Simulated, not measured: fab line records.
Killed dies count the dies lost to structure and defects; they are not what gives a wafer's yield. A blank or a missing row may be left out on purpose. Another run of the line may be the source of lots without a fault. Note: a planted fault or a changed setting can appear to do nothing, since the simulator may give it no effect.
fab line records | flow nandHarc | part 1 of 2: steps 1 to 26 of 39
[record] lots = 5 wafers = 15 lastDay = 33
route steps=1302 shown A_M0@1168 A_M1@1169 A_BONDPAD@1202
lots that met no fault: from a run of the same line without faults
startH: hours from the record's opening day to when the first of the lot's shown wafers began | waitH: hours elapsed since this lot's preceding step | " unchanged from the row above | L1.1+2: a single row standing in for several wafers | - either no value or no given start | * or withheld: withheld | < > ~ a bound
route shown NAME@n: names a module that has steps shown in the file, with the first one's number in the route | usual: the fault-free wafers' mean and standard deviation | same: alike in all rows | chamber/n: place in a boat | sites: per-site readings | _std_site: their standard deviation | _edge_site: outer sites' mean less inner sites' | radiusMm: how far each site lies from the wafer's centre | mask NAME#n: copy n | behind: the most recent tool/chamber to have shaped the wafer | hold: the reason the lot was held/the length of the hold in hours/how it ended | device: the n, p or np transistor that did not switch | end of line: at the end of the route, the tests of the same wafers | for a step that has no rows: nothing shown but its recipe | killed: not the wafer's yield, but the dies lost to structure and defects at the first sort | map: a wafer's dies, marking killed ones x, the rest . and places with no die _
set.NAME: the run value of the setting; set.NAME@STEP: its run value at that earlier step | model.NAME: the simulator's own value behind a step, which no gauge read
lots seen at some steps along the route; tables by step, rows by wafer
services: a tool's chamber out of use, with start hour (startH, from the record's first day; less than 0 if before it), hours out, and reason
[[steps]]
[step NHARC_A_M0_DEP_32]
[recipe] targetThkA = 300 tempC = 370 targetThkNm = 30 pressureTorr = 3 flowSccm = 200 rfW = 450 material = SiCN
[usual] heaterPowerW = 582/62
// columns lot.wafer tool chamber startH waitH heaterPowerW
L077.2 pecvd-03 0 567.01 0.1 602
L077.5 " 0 " " 597
L077.6 " 1 " " 565
L079.1 pecvd-01 1 569.56 0.1 622
L079.2 " 2 " " 592
L079.5 " 2 " " 620
L087.2 pecvd-01 1 665.94 0.1 653
L087.4 " 0 " " 631
L087.5 " 2 " " 527
L090.1 pecvd-04 1 705.84 0.1 575
L090.3 " 2 " " 652
L090.2 " 0 " " 641
L097.1 pecvd-01 0 743.22 0.1 652
L097.5 " 1 " " 617
L097.6 " 2 " " 594
[step NHARC_A_M1_DEP_00]
[recipe] targetThkA = 1825 targetThkNm = 182.5 tempC = withheld pressureTorr = 5 flowSccm = 200 rfW = 600 material = SiOC
// columns lot.wafer tool chamber startH waitH
L077.2+6+5 pecvd-01 1,0,1 567.47 -
L079.2+1+5 pecvd-01 2,1,0 - -
L087.2+4+5 pecvd-03 0,2,0 666.36 -
L090.3+1+2 pecvd-01 2,0,1 706.33 -
L097.1+5+6 pecvd-04 0,1,0 743.63 -
[step NHARC_A_M1_DEHYDRATE_01]
[recipe] tempC = 150 timeS = 120
// columns lot.wafer tool chamber startH waitH
L077.2+5+6 lithoTrack-04 0 567.79 -
L079.1+2+5 lithoTrack-06 0 570.32 -
L087.2+4+5 lithoTrack-01 0 666.71 -
L090.1+2+3 lithoTrack-01 0 706.74 -
L097.1+5+6 lithoTrack-01 0 743.95 -
[step NHARC_A_M1_HMDS_02]
[recipe] timeS = 30
// columns lot.wafer tool chamber startH waitH
L077.2+5+6 lithoTrack-04 0 - -
L079.1+2+5 lithoTrack-06 0 - -
L087.2+4+5 lithoTrack-01 0 - -
L090.1+2+3 lithoTrack-01 0 - -
L097.1+5+6 lithoTrack-01 0 - -
[step NHARC_A_M1_COAT_34]
[recipe] tempC = 200 timeS = 65
// columns lot.wafer tool chamber startH waitH
L077.2+5+6 lithoTrack-04 0 - -
L079.1+2+5 lithoTrack-06 0 - -
L087.2+4+5 lithoTrack-01 0 - -
L090.1+2+3 lithoTrack-01 0 - -
L097.1+5+6 lithoTrack-01 0 - -
[step NHARC_A_M1_COAT_03]
[recipe] spinRpm = 1500 resistThkNm = 90
[usual] dispensePressureKPa = 50.09/0.22
// columns lot.wafer tool chamber startH waitH dispensePressureKPa
L077.2 lithoTrack-04 0 - - 49.91
L077.5 " 0 " " 49.90
L077.6 " 0 " " 49.94
L079.1 lithoTrack-06 0 - - 49.95
L079.2 " 0 " " 49.91
L079.5 " 0 " " 49.89
L087.2 lithoTrack-01 0 - - 50.33
L087.4 " 0 " " 50.36
L087.5 " 0 " " 50.38
L090.1 lithoTrack-01 0 - - 50.34
L090.2 " 0 " " 50.35
L090.3 " 0 " " 50.34
L097.1 lithoTrack-01 0 - - 50.36
L097.5 " 0 " " 50.35
L097.6 " 0 " " 50.32
[step NHARC_A_M1_SOFTBAKE_04]
[recipe] tempC = 105 timeS = 55
// columns lot.wafer tool chamber startH waitH
L077.2+5+6 lithoTrack-04 0 - -
L079.1+2+5 lithoTrack-06 0 - -
L087.2+4+5 lithoTrack-01 0 - -
L090.1+2+3 lithoTrack-01 0 - -
L097.1+5+6 lithoTrack-01 0 - -
[step NHARC_A_M1_EBR_05]
// columns lot.wafer tool chamber startH waitH
L077.2+5+6 lithoTrack-04 0 - -
L079.1+2+5 lithoTrack-06 0 - -
L087.2+4+5 lithoTrack-01 0 - -
L090.1+2+3 lithoTrack-01 0 - -
L097.1+5+6 lithoTrack-01 0 - -
[step NHARC_A_M1_EXPOSE_06]
[recipe] na = 1.35 targetCdNm = 120 doseMj = 75.13 maskId = A_M1
[usual] stageVelMmS = 499.99/0.24
// columns lot.wafer tool chamber startH waitH mask stageVelMmS
L077.2 arfiScanner-02 0 568.08 - A_M1#0 499.82
L077.5 " 0 " " A_M1#0 499.47
L077.6 " 0 " " A_M1#0 499.51
L079.1 arfiScanner-02 0 570.48 - A_M1#0 500.18
L079.2 " 0 " " A_M1#0 500.21
L079.5 " 0 " " A_M1#0 500.30
L087.2 arfiScanner-03 0 666.88 - A_M1#0 500.37
L087.4 " 0 " " A_M1#0 500.14
L087.5 " 0 " " A_M1#0 500.24
L090.1 arfiScanner-01 0 706.90 - A_M1#0 499.97
L090.2 " 0 " " A_M1#0 499.68
L090.3 " 0 " " A_M1#0 499.70
L097.1 arfiScanner-03 0 744.24 - A_M1#0 499.94
L097.5 " 0 " " A_M1#0 499.87
L097.6 " 0 " " A_M1#0 499.72
[step NHARC_A_M1_PEB_07]
[recipe] pebTempC = 100 pebTimeS = 65
// columns lot.wafer tool chamber startH waitH
L077.2+5+6 lithoTrack-06 0 568.14 0.1
L079.1+2+5 lithoTrack-04 0 570.54 0.1
L087.2+4+5 lithoTrack-04 0 666.94 0.1
L090.1+2+3 lithoTrack-04 0 706.96 0.1
L097.1+5+6 lithoTrack-04 0 744.30 0.1
[step NHARC_A_M1_DEVELOP_08]
[recipe] developTimeS = 35 devTempC = 23
// columns lot.wafer tool chamber startH waitH
L077.2+5+6 lithoTrack-06 0 - -
L079.1+2+5 lithoTrack-04 0 - -
L087.2+4+5 lithoTrack-04 0 - -
L090.1+2+3 lithoTrack-04 0 - -
L097.1+5+6 lithoTrack-04 0 - -
[step NHARC_A_M1_CD_MEAS_09]
[recipe] targetCdNm = 120 landingEnergyEv = 500
[usual] cdNm = 120.8/0.8
// columns lot.wafer tool chamber startH waitH cdNm
L077.2 cdSem-02 0 568.22 - 121.2
L077.5 " 0 " " 120.1
L077.6 " 0 " " 121.3
L079.1 cdSem-01 0 570.62 - 121.7
L079.2 " 0 " " 119.5
L079.5 " 0 " " 121.1
L087.2 cdSem-03 0 667.02 - 121.3
L087.4 " 0 " " 120.0
L087.5 " 0 " " 122.2
L090.1 cdSem-02 0 707.04 - 120.4
L090.2 " 0 " " 121.7
L090.3 " 0 " " 120.1
L097.1 cdSem-01 0 744.38 - 120.9
L097.5 " 0 " " 121.5
L097.6 " 0 " " 119.5
[step NHARC_A_M1_OVL_MEAS_10]
[recipe] pitchNm = 240
[usual] overlayXNm = -0.2/0.92 overlayYNm = 0.0/0.85
// columns lot.wafer tool chamber startH waitH overlayXNm overlayYNm
L077.2 overlay-01 - 568.31 - -0.8 0.4
L077.5 " - " " -0.5 0.4
L077.6 " - " " -0.5 0.5
L079.1 overlay-01 - 570.71 - -0.9 0.7
L079.2 " - " " -0.6 0.7
L079.5 " - " " -0.7 0.6
L087.2 overlay-02 - 667.11 - -1.5 -0.2
L087.4 " - " " -1.0 -0.2
L087.5 " - " " -1.4 0.1
L090.1 overlay-01 - 707.13 - 0.3 0.2
L090.2 " - " " 0.9 1.0
L090.3 " - " " 0.7 0.4
L097.1 overlay-02 - 744.47 - -1.4 -1.3
L097.5 " - " " -1.5 -1.4
L097.6 " - " " -1.7 -0.9
[step NHARC_A_M1_INSPECT_11]
[usual] rawDefectCount = 84/36
// columns lot.wafer tool chamber startH waitH rawDefectCount
L077.2 defectInspect-01 - 568.34 0.0 72
L077.5 " - " " 87
L077.6 " - " " 77
L079.1 defectInspect-02 - 570.75 0.0 58
L079.2 " - " " 51
L079.5 " - " " 54
L087.2 defectInspect-01 - 667.14 0.0 149
L087.4 " - " " 159
L087.5 " - " " 157
L090.1 defectInspect-02 - 707.17 0.0 63
L090.2 " - " " 68
L090.3 " - " " 65
L097.1 defectInspect-02 - 744.50 0.0 76
L097.5 " - " " 75
L097.6 " - " " 92
[step NHARC_A_M1_DESCUM_14]
[recipe] timeS = 3 o2FlowSccm = 200 arFlowSccm = 0 biasPowerW = 0 chemistry = O2
[usual] drypumpMotorCurrentA = 5.6/0.36 oesProductAu = 1.001/0.011 rfVppV = 57.7/0.84 showerheadPlenumPTorr = 1.90/0.094 throttleValvePct = 11.311/0.0093
// columns lot.wafer tool chamber startH waitH drypumpMotorCurrentA oesProductAu rfHoursCounterH rfVppV showerheadPlenumPTorr throttleValvePct
L077.2 rieDiel-07 1 568.42 0.1 5.1 0.991 6.9 57.6 1.88 11.299
L077.6 " 3 " " 5.1 1.004 - 58.1 1.94 11.313
L077.5 " 0 " " 5.9 1.002 - 57.3 1.98 11.301
L079.2 rieDiel-06 3 570.81 0.1 5.2 0.989 1.9 57.4 2.06 11.316
L079.1 " 0 " " 5.9 1.015 2.1 57.0 1.84 11.302
L079.5 " 3 " " 5.3 0.994 - 59.0 2.06 11.311
L087.2 rieDiel-07 3 667.23 0.1 5.1 0.993 0.3 58.9 1.94 11.309
L087.4 " 2 " " 5.3 1.002 - 58.6 2.01 11.298
L087.5 " 3 " " 5.1 0.999 - 57.0 1.94 11.325
L090.2 rieDiel-07 0 707.23 0.1 5.9 0.993 2.5 57.1 1.98 11.306
L090.3 " 2 " " 5.3 0.993 2.0 58.0 2.01 11.306
L090.1 " 3 " " 5.1 0.998 2.2 57.8 1.94 11.307
L097.1 rieDiel-06 1 744.58 0.1 5.9 1.001 2.3 56.7 1.81 11.298
L097.6 " 3 " " 5.3 0.986 - 58.3 2.06 11.312
L097.5 " 0 " " 5.9 1.011 - 57.1 1.84 11.311
[step NHARC_A_M1_ETCH_35]
[recipe] targetDepthA = 400 overetchA = 120 timeS = 43.94 ionEnergyEv = 200 n2FlowSccm = 150 h2FlowSccm = 150 arFlowSccm = 0 rfW = 400 biasW = 150 chemistry = N2/H2
[usual] drypumpMotorCurrentA = 5.6/0.37 h2FlowSccm = 150.1/0.46 oesProductAu = 1.003/0.01 rfVppV = 430/3 showerheadPlenumPTorr = 2.03/0.1 throttleValvePct = 14.171/0.0086
// columns lot.wafer tool chamber startH waitH drypumpMotorCurrentA h2FlowSccm oesProductAu rfHoursCounterH rfVppV showerheadPlenumPTorr throttleValvePct
L077.2 rieDiel-07 0 568.51 0.1 5.9 150.0 0.999 4.4 431 2.11 14.175
L077.5 " 1 " " 5.1 150.3 0.992 - 430 2.00 14.166
L077.6 " 2 " " 5.3 149.2 1.004 - 434 2.15 14.165
L079.1 rieDiel-06 1 570.92 0.1 5.9 150.4 1.010 2.2 429 1.93 14.181
L079.2 " 3 " " 5.3 150.3 0.995 1.9 434 2.20 14.169
L079.5 " 3 " " 5.3 150.1 0.987 - 437 2.20 14.153
L087.2 rieDiel-07 2 667.31 0.1 5.3 150.5 1.014 0.3 434 2.14 14.167
L087.4 " 0 " " 5.9 150.3 0.991 - 432 2.11 14.181
L087.5 " 2 " " 5.3 150.7 1.015 - 432 2.14 14.162
L090.2 rieDiel-07 3 707.31 0.1 5.1 150.3 1.011 2.2 431 2.07 14.175
L090.3 " 1 " " 5.1 149.4 0.993 1.9 430 2.00 14.162
L090.1 " 2 " " 5.2 149.9 1.007 2.1 434 2.14 14.173
L097.1 rieDiel-06 2 744.65 0.1 5.6 150.3 0.988 2.1 428 1.96 14.183
L097.5 " 2 " " 5.6 150.9 0.998 - 428 1.96 14.183
L097.6 " 3 " " 5.3 150.9 0.998 - 436 2.20 14.173
[step NHARC_A_M1_ETCH_15]
[recipe] targetDepthA = 1825 timeS = 91.2 c4f8FlowSccm = withheld arFlowSccm = 400 rfW = 600 biasW = 300 chemistry = C4F8/Ar
[usual] oesProductAu = 0.955/0.024 rfVppV = 441/3
// columns lot.wafer tool chamber startH waitH oesProductAu rfHoursCounterH rfVppV
L077.2 rieDiel-07 0 - - 0.930 4.4 445
L077.6 " 2 " " 0.921 - 444
L077.5 " 3 " " 0.918 - 444
L079.2 rieDiel-06 3 - - 0.947 2.0 444
L079.1 " 0 " " 0.964 2.1 439
L079.5 " 1 " " 0.934 - 437
L087.2 rieDiel-07 0 - - 0.954 0.0 442
L087.4 " 0 " " 0.958 - 443
L087.5 " 3 " " 0.961 - 441
L090.3 rieDiel-07 2 - - 0.929 2.1 444
L090.1 " 3 " " 0.920 2.3 442
L090.2 " 0 " " 0.935 2.5 443
L097.1 rieDiel-06 0 - - 0.929 1.8 439
L097.6 " 3 " " 0.915 - 446
L097.5 " 0 " " 0.940 - 440
[step NHARC_A_M1_CD_MEAS_16]
[usual] cdNm = 121.0/1.1
// columns lot.wafer tool chamber startH waitH cdNm
L077.2 cdSem-02 - 568.71 - 121.4
L077.5 " - " " 118.9
L077.6 " - " " 121.7
L079.1 cdSem-01 - 571.16 - 121.7
L079.2 " - " " 119.2
L079.5 " - " " 120.9
L087.2 cdSem-01 - 667.55 - 122.0
L087.4 " - " " 120.4
L087.5 " - " " 122.6
L090.1 cdSem-03 - 707.53 - 120.8
L090.2 " - " " 120.7
L090.3 " - " " 119.7
L097.1 cdSem-02 - 744.87 - 120.5
L097.5 " - " " 120.7
L097.6 " - " " 120.2
[step NHARC_A_M1_STRIP_18]
[recipe] powerW = 1000 n2FlowSccm = 150 h2FlowSccm = 150 arFlowSccm = 0 biasW = 0 chemistry = N2/H2
[usual] drypumpMotorCurrentA = 5.5/0.37 h2FlowSccm = 150.0/0.46 oesProductAu = 1.000/0.0098 rfVppV = 90.6/0.91 showerheadPlenumPTorr = 2.05/0.087 throttleValvePct = 14.172/0.0085
// columns lot.wafer tool chamber startH waitH drypumpMotorCurrentA h2FlowSccm oesProductAu rfHoursCounterH rfVppV showerheadPlenumPTorr throttleValvePct
L077.2 rieDiel-07 2 568.86 0.1 5.2 150.3 0.999 6 91.5 2.15 14.172
L077.6 " 3 " " 5.1 150.0 0.991 - 90.4 2.07 14.187
L077.5 " 0 " " 5.9 149.6 0.991 - 90.9 2.11 14.169
L079.2 rieDiel-07 3 571.23 0.1 5.1 149.5 1.001 6 89.6 2.07 14.180
L079.1 " 0 " " 5.9 149.5 0.993 5 92.0 2.11 14.185
L079.5 " 3 " " 5.1 149.8 0.988 - 91.3 2.07 14.166
L087.2 rieDiel-03 1 667.63 0.1 5.9 150.2 0.998 3 88.8 1.94 14.163
L087.5 " 1 " " 5.9 149.6 0.984 - 89.7 1.94 14.166
L087.4 " 3 " " 5.5 150.2 1.000 - 91.5 2.15 14.168
L090.1 rieDiel-03 2 707.61 0.1 4.8 149.4 1.016 4 92.8 2.08 14.163
L090.3 " 3 " " 5.5 150.1 1.002 5 90.6 2.15 14.155
L090.2 " 0 " " 6.0 150.1 1.003 2 88.6 1.91 14.171
L097.1 rieDiel-03 1 745.02 0.1 5.9 149.4 0.983 7 89.1 1.94 14.170
L097.6 " 2 " " 4.8 149.4 1.012 - 89.9 2.08 14.180
L097.5 " 3 " " 5.5 150.0 1.006 - 90.8 2.15 14.150
[step NHARC_A_M1_ETCH_28]
[recipe] targetDepthA = 300 overEtchFrac = 0.3 timeS = 72.99 ionEnergyEv = 150 cf4FlowSccm = 50 n2FlowSccm = 100 arFlowSccm = 150 rfW = 300 biasW = 100 chemistry = CF4/N2
[usual] drypumpMotorCurrentA = 5.5/0.37 oesProductAu = 1.000/0.011 rfVppV = 314.4/1.9 showerheadPlenumPTorr = 2.64/0.1 throttleValvePct = 19.794/0.0093
// columns lot.wafer tool chamber startH waitH drypumpMotorCurrentA oesProductAu rfHoursCounterH rfVppV showerheadPlenumPTorr throttleValvePct
L077.2 rieDiel-07 2 - - 5.2 1.015 6 315.9 2.75 19.805
L077.6 " 1 " " 5.1 1.001 - 312.4 2.58 19.788
L077.5 " 2 " " 5.3 1.008 - 316.3 2.75 19.801
L079.2 rieDiel-07 2 - - 5.3 1.008 6 318.0 2.75 19.789
L079.1 " 0 " " 5.9 0.999 5 316.0 2.71 19.787
L079.5 " 2 " " 5.3 1.010 - 316.3 2.75 19.798
L087.2 rieDiel-03 3 - - 5.6 0.998 3 317.0 2.76 19.796
L087.5 " 2 " " 4.8 1.038 - 315.6 2.67 19.800
L087.4 " 1 " " 5.9 0.993 - 312.3 2.50 19.793
L090.2 rieDiel-03 1 - - 5.9 0.998 4 312.1 2.50 19.800
L090.1 " 3 " " 5.5 1.002 5 315.1 2.76 19.801
L090.3 " 0 " " 6.0 1.005 2 312.3 2.47 19.784
L097.1 rieDiel-03 0 - - 6.0 1.007 4 311.5 2.47 19.793
L097.5 " 3 " " 5.6 0.996 - 317.6 2.75 19.794
L097.6 " 0 " " 6.0 1.011 - 311.5 2.47 19.802
[step NHARC_A_M1_STRIP_19]
[recipe] timeS = 600 tempC = 30 chemistry = postEtchResidueRemover
// columns lot.wafer tool chamber startH waitH
L077.5+6+2 wetBench-10 2,5,6 569.15 -
L079.2+1+5 wetBench-10 6,0,2 571.61 -
L087.4+2+5 wetBench-08 6,7,0 668.07 -
L090.1+2+3 wetBench-10 0,2,3 707.98 -
L097.5+6+1 wetBench-08 2,3,5 745.31 -
[step NHARC_A_M1_DEGAS_29]
[recipe] tempC = 250 timeS = 60
[usual] heaterPowerW = 326/35
// columns lot.wafer tool chamber startH waitH heaterPowerW
L077.2 pvdSputter-03 - 569.43 - 388
L077.6 " - " " 347
L077.5 " - " " 393
L079.1 pvdSputter-02 - 571.87 - 373
L079.2 " - " " 288
L079.5 " - " " 355
L087.4 pvdSputter-01 - 668.33 - 307
L087.2 " - " " 303
L087.5 " - " " 305
L090.2 pvdSputter-01 - 708.24 - 316
L090.3 " - " " 310
L090.1 " - " " 334
L097.1 pvdSputter-01 - 745.59 - 319
L097.5 " - " " 333
L097.6 " - " " 318
[step NHARC_A_M1_PRE_CLEAN_30]
[recipe] timeS = 30 tempC = 280 gas = H2/He
[usual] heaterPowerW = 400/42
// columns lot.wafer tool chamber startH waitH heaterPowerW
L077.2 pvdSputter-03 - - - 346
L077.6 " - " " 364
L077.5 " - " " 341
L079.1 pvdSputter-02 - - - 443
L079.2 " - " " 346
L079.5 " - " " 461
L087.2 pvdSputter-01 - - - 409
L087.4 " - " " 395
L087.5 " - " " 372
L090.2 pvdSputter-01 - - - 373
L090.3 " - " " 396
L090.1 " - " " 398
L097.1 pvdSputter-01 - - - 386
L097.6 " - " " 377
L097.5 " - " " 415
[step NHARC_A_M1_PVD_20]
[recipe] targetThkA = 50 biasV = 168.6 powerW = 15000 chamberPressurePa = 0.12 timeS = 8.06 substrateTempC = 50 material = TaN
[usual] chamberPressurePa = 0.11998/0.00025 throttleValvePct = 30.2/1.4
// columns lot.wafer tool chamber startH waitH chamberPressurePa throttleValvePct
L077.2 pvdSputter-03 - - - 0.11991 30.1
L077.5 " - " " 0.1205 30.2
L077.6 " - " " 0.12035 27.4
L079.2 pvdSputter-02 - - - 0.1199 30.3
L079.1 " - " " 0.12003 31.1
L079.5 " - " " 0.11994 29.2
L087.4 pvdSputter-01 - - - 0.12004 30.8
L087.2 " - " " 0.12033 31.0
L087.5 " - " " 0.11985 29.0
L090.1 pvdSputter-01 - - - 0.1198 30.9
L090.3 " - " " 0.12023 29.3
L090.2 " - " " 0.11992 30.6
L097.1 pvdSputter-01 - - - 0.11975 28.8
L097.6 " - " " 0.12 29.3
L097.5 " - " " 0.11976 28.8
[step NHARC_A_M1_PVD_21]
[recipe] targetThkA = 300 chamberPressurePa = 5 powerW = 5000 substrateTempC = 30 timeS = 20.49 material = Cu
[usual] chamberPressurePa = 5.000/0.01 throttleValvePct = 30.2/1.4
// columns lot.wafer tool chamber startH waitH chamberPressurePa throttleValvePct
L077.2 pvdSputter-03 - - - 5.009 27.2
L077.5 " - " " 5.011 31.3
L077.6 " - " " 5.006 32.0
L079.1 pvdSputter-02 - - - 4.993 31.9
L079.2 " - " " 5.003 29.2
L079.5 " - " " 4.997 31.1
L087.2 pvdSputter-01 - - - 5.006 30.8
L087.4 " - " " 5.005 31.0
L087.5 " - " " 4.996 30.5
L090.3 pvdSputter-01 - - - 5.010 31.0
L090.1 " - " " 5.009 28.8
L090.2 " - " " 5.001 30.6
L097.1 pvdSputter-01 - - - 5.005 30.5
L097.5 " - " " 5.002 30.6
L097.6 " - " " 4.990 31.0
[step NHARC_A_M1_ECD_22]
[recipe] targetThkA = 4000 bathTempC = 25 material = Cu
[usual] bathTempC = 25.00/0.11
// columns lot.wafer tool chamber startH waitH bathTempC
L077.2 ecdCu-01 0 569.84 - 25.05
L077.5 " 1 " " 24.80
L077.6 " 0 " " 24.88
L079.2 ecdCu-02 1 572.23 - 24.90
L079.1 " 0 " " 25.08
L079.5 " 0 " " 25.28
L087.2 ecdCu-01 1 668.74 - 24.95
L087.4 " 0 " " 25.19
L087.5 " 1 " " 25.07
L090.1 ecdCu-01 0 708.60 - 25.11
L090.2 " 1 " " 25.03
L090.3 " 0 " " 25.04
L097.1 ecdCu-01 1 745.99 - 24.79
L097.6 " 0 " " 24.93
L097.5 " 1 " " 24.84
